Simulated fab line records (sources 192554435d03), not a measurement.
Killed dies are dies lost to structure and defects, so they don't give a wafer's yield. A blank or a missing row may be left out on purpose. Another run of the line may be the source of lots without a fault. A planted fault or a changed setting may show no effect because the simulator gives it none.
Matching of chambers	flow n5_finfet	4 sister chambers for N5_FIN_SAQP_SPACER2_ETCHBACK_29 on rie_diel-01
The step etches SiO2 in CHF3/O2, target depth 12.2 nm, time 6.1 s. 7 wafers are shown with their chamber, then 9 later ones without.

## WAFERS WITH THEIR CHAMBER
wafer	chamber	showerhead_plenum_p_Torr (Torr)	throttle_valve_pct (%)
L083.1	0	2.39	19.01
L083.3	1	2.38	19.01
L085.1	1	2.37	19.05
L085.4	3	2.55	18.50
L087.1	2	2.54	19.17
L087.3	0	2.38	19.03
L087.5	2	2.54	19.20

## WAFERS WHOSE CHAMBER IS MISSING
wafer	showerhead_plenum_p_Torr (Torr)	throttle_valve_pct (%)
L089.2	2.37	19.05
L089.3	2.54	19.19
L089.5	2.55	18.52
L092.1	2.54	19.20
L092.2	2.37	19.04
L092.5	2.54	19.20
L096.1	2.54	19.23
L096.2	2.54	18.54
L096.6	2.54	18.55

## WHICH CHAMBER EACH ONE RAN IN
wafer	from the rows above	in truth
L089.2	can't be placed: 1 or 0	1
L089.3	2	2
L089.5	3	3
L092.1	2	2
L092.2	can't be placed: 1 or 0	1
L092.5	2	2
L096.1	2	2
L096.2	3	3
L096.6	3	3
7 of 9 placed correctly. Can't be placed from these rows: 2 (the true chamber is among the candidates in 2). Number placed wrongly: 0.
How it was worked out, from the rows above alone: a wafer's distance from a chamber is the root of the sum, over the readings, of the square of ((its reading less the chamber's mean) divided by the reading's scatter). The wafer belongs to the nearest chamber; if the next one is less than 2 further off, it can't be placed. Each chamber's mean is taken over the wafers shown for it. The scatter is the square root of a quotient: the sum, over the shown wafers, of each reading's squared deviation from its chamber's mean, divided by wafers minus chambers.
